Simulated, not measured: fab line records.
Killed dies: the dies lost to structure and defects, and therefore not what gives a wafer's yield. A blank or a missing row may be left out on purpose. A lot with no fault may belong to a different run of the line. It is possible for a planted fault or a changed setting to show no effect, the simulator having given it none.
Which tool did it? | flow n5Finfet | Sampling: 12 lots, 36 wafers, 2 of 1938 route steps

WHAT THE GAUGES READ, wafer by wafer
N5_BEOL_M4_INSPECT_59: inspects for defects (darkfield).
lot  | measured     | on               | rawDefectCount
L076 | day 8 09:46  | defectInspect-02 | 72 80 84
L077 | day 9 04:03  | defectInspect-01 | 55 64 111
L080 | day 9 13:58  | defectInspect-01 | 81 101 151
L082 | day 9 21:12  | defectInspect-02 | 107 103 69
L084 | day 10 10:58 | defectInspect-02 | 54 77 129
L085 | day 11 05:13 | defectInspect-02 | 135 145 90
L086 | day 11 16:28 | defectInspect-01 | 77 59 57
L089 | day 12 00:10 | defectInspect-01 | 119 92 84
L091 | day 12 08:16 | defectInspect-01 | 71 51 45
L093 | day 13 05:03 | defectInspect-01 | 182 119 119
L094 | day 13 09:19 | defectInspect-01 | 150 89 108
L097 | day 14 02:47 | defectInspect-01 | 90 67 40

WHAT TOOL EACH LOT RAN ON (gives the tool, then ch and the chambers of the sampled wafers, and finally the start)
lot  | N5_BEOL_M3_CO_CAP_55
L076 | cvdCo-01 ch 0,1,2, day 8 01:42
L077 | cvdCo-01 ch 0,1,2, day 8 13:16
L080 | cvdCo-01 ch 0,2, day 9 03:46
L082 | cvdCo-02 ch 0,2, day 9 11:49
L084 | cvdCo-01 ch 0,1, day 9 23:11
L085 | cvdCo-01 ch 0,1, day 10 14:52
L086 | cvdCo-02 ch 0,2, day 11 04:32
L089 | cvdCo-02 ch 0,1,2, day 11 11:03
L091 | cvdCo-02 ch 0,1,2, day 11 19:57
L093 | cvdCo-02 ch 1,2, day 12 17:26
L094 | cvdCo-02 ch 0,1, day 12 23:44
L097 | cvdCo-02 ch 0,1,2, day 13 17:32
- N5_BEOL_M3_CO_CAP_55: material Co, precursor CCTBA/H2, target thk 2 nm, time 102.1 s.

THE ANSWER, worked out from the rows above alone
Rule: usual is defined by the lots themselves. Put in order of their means at a reading, lots are off if they are a third of the lots or fewer, leave a main group of 4 or more, and stand apart from it by a gap of 3 or more times the standard deviation of the main group's means; of several such gaps the widest counts. A main group whose means are all the same, to the digits that the tables above print for the reading, isn't used. Also off: a lot with no number at a reading for which 4 or more lots have one. Where the step has rows for the other lots, those lots are counted as sound.
No lot is off at any reading shown: from this, nothing can be told.

WHAT HAD BEEN PUT IN BY THE SIMULATOR
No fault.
